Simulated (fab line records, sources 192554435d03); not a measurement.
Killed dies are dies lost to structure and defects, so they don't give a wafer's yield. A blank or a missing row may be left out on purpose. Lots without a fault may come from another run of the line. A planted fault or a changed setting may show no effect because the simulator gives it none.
Which tool did it? | flow n5_finfet | 24 lots, 72 wafers sampled, at 6 steps of a route of 1938

WHAT THE GAUGES READ, wafer by wafer
The record holds no reading of a measuring or inspecting step that can be judged against a usual standard deviation.

WHICH TOOL RAN EACH LOT (tool, then ch and the chambers of the sampled wafers, then the start)
lot  | N5_HKMG_FIN_NWFM_ALD_20             | N5_HKMG_FIN_ALD_72            | N5_HKMG_FIN_W_FILL_22         | N5_GATE_CUT_VAPOR_ETCH_60         | N5_GATE_CUT_SAC_CAP_01           | N5_GATE_CUT_CMP_02
L074 | ald_metal-02 ch 1,2, day 4 05:50    | cvd_w-01 ch 0,1, day 4 07:24  | cvd_w-01 ch 0,1, day 4 07:28  | rie_metal-01 ch 0,1, day 4 08:34  | ald_sin-02 ch 0,1,3, day 4 09:29 | cmp-04 ch 0,2,3, day 4 11:52
L075 | ald_metal-02 ch 0,1,3, day 4 11:45  | cvd_w-01 ch 0,1, day 4 13:26  | cvd_w-01 ch 0,1, day 4 13:29  | rie_metal-02 ch 0,1, day 4 14:35  | ald_sin-02 ch 1,2,3, day 4 16:06 | cmp-04 ch 0,1,2, day 4 18:22
L076 | ald_metal-01 ch 0,1,2, day 4 18:05  | cvd_w-02 ch 0,1, day 4 19:38  | cvd_w-02 ch 0,1, day 4 19:42  | rie_metal-02 ch 0,1, day 4 20:51  | ald_sin-02 ch 0,1,2, day 4 23:16 | cmp-01 ch 1,2,3, day 5 01:32
L077 | ald_metal-02 ch 0,1,2, day 4 23:08  | cvd_w-02 ch 1, day 5 00:43    | cvd_w-02 ch 1, day 5 00:46    | rie_metal-03 ch 0,1, day 5 01:52  | ald_sin-03 ch 1,3, day 5 02:17   | cmp-03 ch 0,1,3, day 5 04:35
L078 | ald_metal-04 ch 0,1,3, day 5 05:25  | cvd_w-02 ch 0,1, day 5 06:57  | cvd_w-02 ch 0,1, day 5 07:01  | rie_metal-03 ch 0, day 5 08:07    | ald_sin-02 ch 0,1,2, day 5 08:29 | cmp-03 ch 0,2, day 5 10:47
L079 | ald_metal-02 ch 0,1,2, day 5 14:01  | cvd_w-01 ch 0,1, day 5 15:35  | cvd_w-01 ch 0,1, day 5 15:38  | rie_metal-02 ch 0,1, day 5 16:44  | ald_sin-04 ch 2,3, day 5 17:18   | cmp-03 ch 0,3, day 5 19:40
L080 | ald_metal-01 ch 0,1,3, day 5 18:39  | cvd_w-01 ch 0,1, day 5 20:13  | cvd_w-01 ch 0,1, day 5 20:16  | rie_metal-02 ch 0,1, day 5 21:22  | ald_sin-04 ch 1,2,3, day 5 21:45 | cmp-04 ch 0,3, day 6 00:13
L081 | ald_metal-04 ch 0,2,3, day 5 23:30  | cvd_w-01 ch 0,1, day 6 01:08  | cvd_w-01 ch 0,1, day 6 01:11  | rie_metal-01 ch 0,1, day 6 02:17  | ald_sin-02 ch 1,2, day 6 02:52   | cmp-03 ch 2,3, day 6 05:11
L082 | ald_metal-01 ch 2,3, day 6 05:40    | cvd_w-01 ch 0,1, day 6 07:17  | cvd_w-01 ch 0,1, day 6 07:20  | rie_metal-03 ch 0,1, day 6 08:26  | ald_sin-03 ch 0,1, day 6 08:49   | cmp-04 ch 2,3, day 6 11:13
L083 | ald_metal-04 ch 0,1,2, day 6 11:04  | cvd_w-02 ch 0,1, day 6 12:40  | cvd_w-02 ch 0,1, day 6 12:43  | rie_metal-03 ch 0,1, day 6 13:49  | ald_sin-03 ch 0,3, day 6 15:45   | cmp-01 ch 2,3, day 6 18:02
L084 | ald_metal-01 ch 0,1,3, day 6 22:58  | cvd_w-01 ch 0,1, day 7 00:34  | cvd_w-01 ch 0,1, day 7 00:38  | rie_metal-03 ch 0,1, day 7 01:43  | ald_sin-04 ch 1,3, day 7 02:06   | cmp-01 ch 1,3, day 7 04:25
L085 | ald_metal-04 ch 1,2,3, day 7 03:52  | cvd_w-01 ch 0,1, day 7 05:27  | cvd_w-01 ch 0,1, day 7 05:31  | rie_metal-01 ch 0,1, day 7 06:55  | ald_sin-03 ch 0,2, day 7 07:21   | cmp-04 ch 0,1,2, day 7 09:37
L086 | ald_metal-04 ch 0,3, day 7 10:26    | cvd_w-01 ch 0,1, day 7 11:59  | cvd_w-01 ch 0,1, day 7 12:03  | rie_metal-03 ch 0,1, day 7 13:08  | ald_sin-03 ch 0,2,3, day 7 13:38 | cmp-04 ch 0,2, day 7 15:55
L087 | ald_metal-02 ch 0,1,2, day 7 14:55  | cvd_w-02 ch 0,1, day 7 16:28  | cvd_w-02 ch 0,1, day 7 16:32  | rie_metal-01 ch 0,1, day 7 17:41  | ald_sin-02 ch 0,1,2, day 7 18:14 | cmp-03 ch 1,2,3, day 7 20:34
L088 | ald_metal-02 ch 2,3, day 7 20:47    | cvd_w-02 ch 0,1, day 7 22:22  | cvd_w-02 ch 0,1, day 7 22:26  | rie_metal-01 ch 1, day 7 23:32    | ald_sin-03 ch 0,2,3, day 7 23:54 | cmp-01 ch 0,2,3, day 8 02:14
L089 | ald_metal-02 ch 1,2, day 8 02:04    | cvd_w-02 ch 0,1, day 8 03:39  | cvd_w-02 ch 0,1, day 8 03:43  | rie_metal-03 ch 0, day 8 05:03    | ald_sin-04 ch 1,3, day 8 05:53   | cmp-03 ch 0,2,3, day 8 08:15
L090 | ald_metal-01 ch 0,2,3, day 8 09:17  | cvd_w-02 ch 1, day 8 10:58    | cvd_w-02 ch 1, day 8 11:02    | rie_metal-02 ch 0, day 8 12:08    | ald_sin-04 ch 0,1,3, day 8 12:30 | cmp-03 ch 0,2,3, day 8 14:50
L091 | ald_metal-04 ch 1,2, day 8 12:17    | cvd_w-01 ch 0,1, day 8 13:50  | cvd_w-01 ch 0,1, day 8 13:53  | rie_metal-01 ch 0, day 8 15:14    | ald_sin-03 ch 0,1, day 8 15:38   | cmp-03 ch 0,1,3, day 8 17:57
L092 | ald_metal-04 ch 0,1,2, day 8 20:44  | cvd_w-01 ch 0,1, day 8 22:17  | cvd_w-01 ch 0,1, day 8 22:21  | rie_metal-02 ch 0,1, day 8 23:26  | ald_sin-04 ch 0,2,3, day 9 00:02 | cmp-03 ch 0,1,2, day 9 02:23
L093 | ald_metal-01 ch 2,3, day 9 04:01    | cvd_w-02 ch 0,1, day 9 05:41  | cvd_w-02 ch 0,1, day 9 05:44  | rie_metal-02 ch 0,1, day 9 06:50  | ald_sin-04 ch 1,3, day 9 07:13   | cmp-01 ch 0,1,2, day 9 09:31
L094 | ald_metal-01 ch 2,3, day 9 11:07    | cvd_w-02 ch 0,1, day 9 12:40  | cvd_w-02 ch 0,1, day 9 12:43  | rie_metal-02 ch 0,1, day 9 13:52  | ald_sin-02 ch 0,1,3, day 9 14:25 | cmp-03 ch 0,3, day 9 16:40
L095 | ald_metal-04 ch 1,2, day 9 12:39    | cvd_w-01 ch 0,1, day 9 14:20  | cvd_w-01 ch 0,1, day 9 14:23  | rie_metal-02 ch 0,1, day 9 15:29  | ald_sin-04 ch 1,2,3, day 9 15:51 | cmp-03 ch 0,1, day 9 18:11
L096 | ald_metal-01 ch 0,3, day 9 19:28    | cvd_w-02 ch 0,1, day 9 21:01  | cvd_w-02 ch 0,1, day 9 21:04  | rie_metal-03 ch 0,1, day 9 22:10  | ald_sin-03 ch 2,3, day 9 22:32   | cmp-04 ch 0,1,2, day 10 00:51
L097 | ald_metal-04 ch 0,1,3, day 10 00:04 | cvd_w-02 ch 0,1, day 10 01:41 | cvd_w-02 ch 0,1, day 10 01:44 | rie_metal-03 ch 0,1, day 10 02:50 | ald_sin-03 ch 1,2, day 10 03:31  | cmp-01 ch 0,1,3, day 10 05:49
- N5_HKMG_FIN_NWFM_ALD_20: deposits TiAlC, target thk 2 nm, pulse time 3 s, purge time 2 s.
- N5_HKMG_FIN_ALD_72: deposits W, target thk 2 nm, pulse time 1 s, purge time 2 s.
- N5_HKMG_FIN_W_FILL_22: material W, target thk 60 nm, time 18.2 s.
- N5_GATE_CUT_VAPOR_ETCH_60: etches HfO2 in BCl3/Cl2.
- N5_GATE_CUT_SAC_CAP_01: material SiNx, target thk 24 nm, pulse time 1 s, ald cycles 480.
- N5_GATE_CUT_CMP_02: polishes, stops on SiO2, t overpolish 12.7 s, target thk 0 nm.

WHAT THE TOOLS THEMSELVES READ (means of the sampled wafers that have a number; where no wafer has one, the mark that the record gives instead)
N5_HKMG_FIN_NWFM_ALD_20. Usual: heater_power_w 525 W, standard deviation 76; precursor_pulse_height_rel 1.003, standard deviation 0.021.
lot  | tool         | heater_power_w (W) | precursor_pulse_height_rel | flag
L074 | ald_metal-02 | 527                | 1.023                      |
L075 | ald_metal-02 | 539                | 1.003                      |
L076 | ald_metal-01 | 567                | 0.985                      |
L077 | ald_metal-02 | 512                | 0.995                      |
L078 | ald_metal-04 | 511                | 0.994                      |
L079 | ald_metal-02 | 516                | 1.004                      |
L080 | ald_metal-01 | 509                | 1.003                      |
L081 | ald_metal-04 | 484                | 1.001                      |
L082 | ald_metal-01 | 652                | 1.005                      |
L083 | ald_metal-04 | 483                | 0.994                      |
L084 | ald_metal-01 | 509                | 0.996                      |
L085 | ald_metal-04 | 476                | 1.026                      |
L086 | ald_metal-04 | 522                | 0.999                      |
L087 | ald_metal-02 | 519                | 0.989                      |
L088 | ald_metal-02 | 547                | 0.983                      |
L089 | ald_metal-02 | 494                | 1.014                      |
L090 | ald_metal-01 | 601                | 0.995                      |
L091 | ald_metal-04 | 475                | 1.014                      |
L092 | ald_metal-04 | 474                | 0.996                      |
L093 | ald_metal-01 | 650                | 1.000                      |
L094 | ald_metal-01 | 593                | 1.012                      |
L095 | ald_metal-04 | 448                | 0.999                      |
L096 | ald_metal-01 | 537                | 0.988                      |
L097 | ald_metal-04 | 511                | 0.991                      |

N5_HKMG_FIN_ALD_72. Usual: heater_power_w 491 W, standard deviation 58; precursor_pulse_height_rel 1.000, standard deviation 0.02.
lot  | tool     | heater_power_w (W) | precursor_pulse_height_rel | flag
L074 | cvd_w-01 | 538                | 0.985                      |
L075 | cvd_w-01 | 491                | 1.012                      |
L076 | cvd_w-02 | 463                | 0.994                      |
L077 | cvd_w-02 | 470                | 0.994                      |
L078 | cvd_w-02 | 463                | 0.998                      |
L079 | cvd_w-01 | 539                | 1.029                      |
L080 | cvd_w-01 | 503                | 0.999                      |
L081 | cvd_w-01 | 536                | 1.004                      |
L082 | cvd_w-01 | 492                | 1.008                      |
L083 | cvd_w-02 | 458                | 1.002                      |
L084 | cvd_w-01 | 493                | 1.004                      |
L085 | cvd_w-01 | 496                | 0.976                      |
L086 | cvd_w-01 | 497                | 0.984                      |
L087 | cvd_w-02 | 460                | 0.985                      |
L088 | cvd_w-02 | 472                | 1.012                      |
L089 | cvd_w-02 | 460                | 0.982                      |
L090 | cvd_w-02 | 468                | 1.001                      |
L091 | cvd_w-01 | 543                | 1.014                      |
L092 | cvd_w-01 | 504                | 1.025                      |
L093 | cvd_w-02 | 466                | 0.997                      |
L094 | cvd_w-02 | 455                | 1.015                      |
L095 | cvd_w-01 | 499                | 1.018                      |
L096 | cvd_w-02 | 463                | 1.013                      |
L097 | cvd_w-02 | 470                | 1.005                      |

N5_HKMG_FIN_W_FILL_22. Usual: heater_power_w 879 W, standard deviation 110; throttle_valve_pct 18.9 %, standard deviation 0.32.
lot  | tool     | heater_power_w (W) | throttle_valve_pct (%) | flag
L074 | cvd_w-01 | 969                | 18.5                   |
L075 | cvd_w-01 | 887                | 18.7                   |
L076 | cvd_w-02 | 820                | 18.7                   |
L077 | cvd_w-02 | 833                | 18.6                   |
L078 | cvd_w-02 | 816                | 18.9                   |
L079 | cvd_w-01 | 962                | 18.6                   |
L080 | cvd_w-01 | 878                | 18.9                   |
L081 | cvd_w-01 | 974                | 18.7                   |
L082 | cvd_w-01 | 884                | 18.9                   |
L083 | cvd_w-02 | 811                | 19.1                   |
L084 | cvd_w-01 | 893                | 19.0                   |
L085 | cvd_w-01 | 893                | 19.0                   |
L086 | cvd_w-01 | 880                | 18.8                   |
L087 | cvd_w-02 | 830                | 19.0                   |
L088 | cvd_w-02 | 834                | 19.0                   |
L089 | cvd_w-02 | 849                | 18.8                   |
L090 | cvd_w-02 | 836                | 18.9                   |
L091 | cvd_w-01 | 980                | 18.7                   |
L092 | cvd_w-01 | 885                | 19.1                   |
L093 | cvd_w-02 | 831                | 19.0                   |
L094 | cvd_w-02 | 834                | 19.1                   |
L095 | cvd_w-01 | 875                | 19.0                   |
L096 | cvd_w-02 | 836                | 19.1                   |
L097 | cvd_w-02 | 829                | 19.0                   |

N5_GATE_CUT_VAPOR_ETCH_60. Usual: drypump_motor_current_A 5.9 A, standard deviation 0.34; oes_product_au 0.72 a.u., standard deviation 0.1.
lot  | tool         | drypump_motor_current_A (A) | oes_product_au (a.u.) | flag
L074 | rie_metal-01 | 6.0                         | 0.67                  |
L075 | rie_metal-02 | 5.5                         | 0.78                  |
L076 | rie_metal-02 | 5.6                         | 0.71                  |
L077 | rie_metal-03 | 6.2                         | 0.76                  |
L078 | rie_metal-03 | 6.3                         | 0.64                  |
L079 | rie_metal-02 | 5.7                         | 0.70                  |
L080 | rie_metal-02 | 5.7                         | 0.70                  |
L081 | rie_metal-01 | 5.9                         | 0.74                  |
L082 | rie_metal-03 | 6.2                         | 0.75                  |
L083 | rie_metal-03 | 6.2                         | 0.76                  |
L084 | rie_metal-03 | 6.2                         | 0.76                  |
L085 | rie_metal-01 | 5.8                         | 0.75                  |
L086 | rie_metal-03 | 6.2                         | 0.74                  |
L087 | rie_metal-01 | 6.0                         | 0.66                  |
L088 | rie_metal-01 | 6.2                         | 0.58                  |
L089 | rie_metal-03 | 6.3                         | 0.62                  |
L090 | rie_metal-02 | 5.4                         | 0.83                  |
L091 | rie_metal-01 | 5.7                         | 0.80                  |
L092 | rie_metal-02 | 5.5                         | 0.76                  |
L093 | rie_metal-02 | 5.7                         | 0.69                  |
L094 | rie_metal-02 | 5.5                         | 0.75                  |
L095 | rie_metal-02 | 5.5                         | 0.76                  |
L096 | rie_metal-03 | 6.2                         | 0.73                  |
L097 | rie_metal-03 | 6.2                         | 0.74                  |

N5_GATE_CUT_SAC_CAP_01. Usual: heater_power_w 872 W, standard deviation 58; precursor_pulse_height_rel 1.000, standard deviation 0.023.
lot  | tool       | heater_power_w (W) | precursor_pulse_height_rel | flag
L074 | ald_sin-02 | 866                | 0.979                      |
L075 | ald_sin-02 | 873                | 0.997                      |
L076 | ald_sin-02 | 871                | 0.985                      |
L077 | ald_sin-03 | 833                | 0.987                      |
L078 | ald_sin-02 | 891                | 0.997                      |
L079 | ald_sin-04 | 923                | 1.032                      |
L080 | ald_sin-04 | 902                | 1.004                      |
L081 | ald_sin-02 | 926                | 1.014                      |
L082 | ald_sin-03 | 867                | 0.992                      |
L083 | ald_sin-03 | 899                | 0.990                      |
L084 | ald_sin-04 | 885                | 0.998                      |
L085 | ald_sin-03 | 909                | 0.992                      |
L086 | ald_sin-03 | 883                | 1.041                      |
L087 | ald_sin-02 | 876                | 1.008                      |
L088 | ald_sin-03 | 903                | 0.988                      |
L089 | ald_sin-04 | 884                | 1.010                      |
L090 | ald_sin-04 | 863                | 0.993                      |
L091 | ald_sin-03 | 901                | 1.010                      |
L092 | ald_sin-04 | 901                | 1.026                      |
L093 | ald_sin-04 | 876                | 0.999                      |
L094 | ald_sin-02 | 877                | 0.988                      |
L095 | ald_sin-04 | 921                | 1.011                      |
L096 | ald_sin-03 | 890                | 1.003                      |
L097 | ald_sin-03 | 870                | 1.025                      |

N5_GATE_CUT_CMP_02. Usual: edge_zone_pressure_frac 0.999, standard deviation 0.005; motor_current_A 8.7 A, standard deviation 1.1; overpolish_run_s 12.701 s, standard deviation 0.0087; time_to_endpoint_s 24.8 s, standard deviation 2.5.
lot  | tool   | edge_zone_pressure_frac | motor_current_A (A) | overpolish_run_s (s) | time_to_endpoint_s (s) | flag
L074 | cmp-04 | 1.002                   | 8.9                 | 12.714               | 23.4                   |
L075 | cmp-04 | 1.002                   | 9.4                 | 12.700               | 24.4                   |
L076 | cmp-01 | 1.000                   | 9.0                 | 12.697               | 27.8                   |
L077 | cmp-03 | 1.002                   | 8.2                 | 12.696               | 27.4                   |
L078 | cmp-03 | 0.998                   | 8.5                 | 12.708               | 23.9                   |
L079 | cmp-03 | 1.000                   | 7.5                 | 12.699               | 24.3                   |
L080 | cmp-04 | 0.995                   | 8.3                 | 12.718               | 26.8                   |
L081 | cmp-03 | 0.990                   | 7.9                 | 12.706               | 27.0                   |
L082 | cmp-04 | 1.003                   | 9.9                 | 12.704               | 26.0                   |
L083 | cmp-01 | 1.002                   | 9.0                 | 12.705               | 26.5                   |
L084 | cmp-01 | 0.996                   | 9.0                 | 12.690               | 26.8                   |
L085 | cmp-04 | 0.997                   | 9.4                 | 12.715               | 21.4                   |
L086 | cmp-04 | 1.002                   | 8.9                 | 12.704               | 21.6                   |
L087 | cmp-03 | 1.002                   | 8.2                 | 12.697               | 24.0                   |
L088 | cmp-01 | 0.999                   | 8.3                 | 12.699               | 26.4                   |
L089 | cmp-03 | 1.002                   | 8.0                 | 12.698               | 21.5                   |
L090 | cmp-03 | 1.004                   | 8.0                 | 12.700               | 23.9                   |
L091 | cmp-03 | 1.000                   | 8.1                 | 12.699               | 23.4                   |
L092 | cmp-03 | 1.003                   | 8.6                 | 12.701               | 21.1                   |
L093 | cmp-01 | 1.002                   | 8.7                 | 12.702               | 29.7                   |
L094 | cmp-03 | 1.002                   | 7.5                 | 12.697               | 25.6                   |
L095 | cmp-03 | 0.995                   | 8.7                 | 12.704               | 23.8                   |
L096 | cmp-04 | 0.996                   | 9.1                 | 12.701               | 22.6                   |
L097 | cmp-01 | 0.991                   | 8.6                 | 12.703               | 25.7                   |

THE ANSWER, worked out from the rows above alone
Rule: a lot is off if the mean of its wafers that have a number lies more than 3 standard deviations from the usual mean. A lot without any number at a reading at which 4 lots or more have one is off too. The other lots that the step has rows for count as sound. The gauges are gone through in route order, then the tools' own readings, and for those a lot's mean is taken as printed above. The first step at which some lot is off is used, and at that step the reading that is off furthest; a lot without a number counts as furthest.
No lot is off at any reading shown: from this, nothing can be told.

WHAT THE SIMULATOR HAD PUT IN
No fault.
